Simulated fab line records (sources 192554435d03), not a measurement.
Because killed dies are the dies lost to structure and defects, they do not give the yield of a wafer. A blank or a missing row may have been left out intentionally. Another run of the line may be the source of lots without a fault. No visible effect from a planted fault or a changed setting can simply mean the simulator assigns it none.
A lot that was struck, set against a sound lot + flow n5 finfet + 38 steps out of a route of 1938
Sound: these wafers, L628.2, L628.5, L628.6. Struck: wafers L637.5, L637.6. The cause comes at the end.
For every step that has rows: the tool of each side, followed by ch and its chambers, followed by its first start. Under that, the readings that differ: sound wafers + struck wafers + difference of the means + sigmas: that difference in standard deviations of wafers without a fault.
alike: same words and numbers on both sides, and readings whose means sit less than 2 such deviations apart. not compared: any withheld reading, any reading some wafer has no value for, any bound like >300 that may hide the same value, and any number with overlapping values for which the record gives no deviation.
A row with sigmas, a row that says differs or no value, or rows on one side alone: a step with any of these is where the two part. When numbers do not overlap yet have no deviation, they are printed without sigmas and do not part them. A reading missing from all wafers of one side parts the sides only when that side holds two or more wafers.

first, 9 steps without rows for these wafers: N5_BEOL_M1_ANNEAL_95 (time 240 s); N5_BEOL_M1_SPUTTER_96 (material Cu, target thk 4.5 nm, time 8.29 s); N5_BEOL_M1_ECD_50 (material Cu, target thk 300 nm); N5_BEOL_M1_ANNEAL_51 (time 90 s); N5_BEOL_M1_CMP_52 (polishes, stops on SiOC, t overpolish 6.8 s, target thk 40 nm); N5_BEOL_M1_PRE_CLEAN_60 (time 15 s); N5_BEOL_M1_CO_CAP_55 (material Co, precursor CCTBA/H2, target thk 2 nm, time 102.1 s); N5_BEOL_M1_PRE_CLEAN_56 (time 15 s); N5_BEOL_M1_DEP_57 (deposits SiCN from 3MS/NH3, target thk 8 nm, time 14 s).
N5_BEOL_M2_ILD_DEP_00: deposits SiOC from DEMS/O2, target thk 79 nm, time 15.3 s.
  sound on pecvd-04 ch 0,1, day 10 15:04; struck on pecvd-03 ch 1,2, day 12 03:17
| reading                                      | sound        | struck    | difference | sigmas |
|----------------------------------------------|--------------|-----------|------------|--------|
| model.SiOC_of_BEOL_M2_ILD_DEP_00.thk nm (nm) | 77.6 79 80.4 | 84.2 84.6 | +5.4       |        |
  alike: heater power w, showerhead plenum p Torr, throttle valve pct
N5_BEOL_M2_THK_MEAS_01:
  sound on film metro-01 at day 10 15:09; struck on film metro-02 at day 12 03:20
| reading         | sound          | struck    | difference | sigmas |
|-----------------|----------------|-----------|------------|--------|
| M2_ILD_THK (nm) | 77.6 78.9 80.4 | 84.1 84.5 | +5.3       | +5     |
then, 24 steps without rows for these wafers: N5_BEOL_M2_PECVD_72 (deposits SiO2 from TEOS/O2, target thk 16 nm, time 18 s); N5_BEOL_M2_HM_DEP_02 (deposits TiN, target thk 20 nm); N5_BEOL_M2_COAT_61 (time 60 s, resist thk 60 nm); N5_BEOL_M2_COAT_62 (time 60 s, resist thk 12 nm); N5_BEOL_M2_COAT_73 (time 60 s, resist thk 5 nm); N5_BEOL_M2_COAT_05 (resist thk 30 nm); N5_BEOL_M2_EBR_07; N5_BEOL_M2_SOFTBAKE_06 (time 60 s); N5_BEOL_M2_EXPOSE_08 (exposes mask M2); N5_BEOL_M2_PEB_09 (peb time 60 s); N5_BEOL_M2_DEVELOP_10 (develop time 30 s); N5_BEOL_M2_DESCUM_16 (chemistry O2, time 7 s); N5_BEOL_M2_ETCH_74 (etches underlayer in N2/H2, target depth 6.5 nm, time 5.2 s); N5_BEOL_M2_ETCH_63 (etches SiARC in CF4, target depth 15.6 nm, time 26 s); N5_BEOL_M2_ETCH_64 (etches SOC in N2/H2, target depth 75 nm, overetch 22.5 nm, time 121.9 s); N5_BEOL_M2_STRIP_65 (strips in N2/H2); N5_BEOL_M2_STRIP_75 (strips in N2/H2); N5_BEOL_M2_STRIP_66 (strips in CF4); N5_BEOL_M2_HM_OPEN_17 (chemistry Cl2/BCl3, target TiN, target depth 20 nm, overetch 6 nm); N5_BEOL_M2_STRIP_19 (strips in O2); N5_BEOL_M2_COAT_67 (time 60 s, resist thk 60 nm); N5_BEOL_M2_COAT_68 (time 60 s, resist thk 12 nm); N5_BEOL_M2_COAT_76 (time 60 s, resist thk 5 nm); N5_BEOL_M2_COAT_22 (resist thk 30 nm).
N5_BEOL_M2_CMP_52: polishes, stops on SiOC, t overpolish 6.8 s, target thk 40 nm.
  sound on cmp-01 ch 0,1,3, day 11 04:22; struck on cmp-02 ch 2,3, day 12 17:52
| reading                                      | sound        | struck    | difference | sigmas |
|----------------------------------------------|--------------|-----------|------------|--------|
| model.SiOC_of_BEOL_M2_ILD_DEP_00.thk nm (nm) | 74.6 76 77.4 | 81.2 81.6 | +5.4       |        |
  alike: barrier field endpoint s, motor current A, overpolish run s, slurry filter dp kPa, time to endpoint s
N5_BEOL_M4_RC_MEAS_101:
  sound on prober-02 ch 0, day 11 21:12; struck on prober-01 ch 0, day 14 03:11
  alike: DIBL_N, DIBL_P, IOFF_N, IOFF_P, ION_N, ION_P, SS_N, SS_P, VT_N, VT_P
next, for these wafers, 1 step has no rows: N5_PASSIVATION_PROBE_49.

WHERE THEY PART
Only at N5_BEOL_M2_THK_MEAS_01, as far as this record shows. Later steps at which nothing parts them and some readings are alike: N5_BEOL_M2_CMP_52, N5_BEOL_M4_RC_MEAS_101.

WHY: what had been put in by the simulator
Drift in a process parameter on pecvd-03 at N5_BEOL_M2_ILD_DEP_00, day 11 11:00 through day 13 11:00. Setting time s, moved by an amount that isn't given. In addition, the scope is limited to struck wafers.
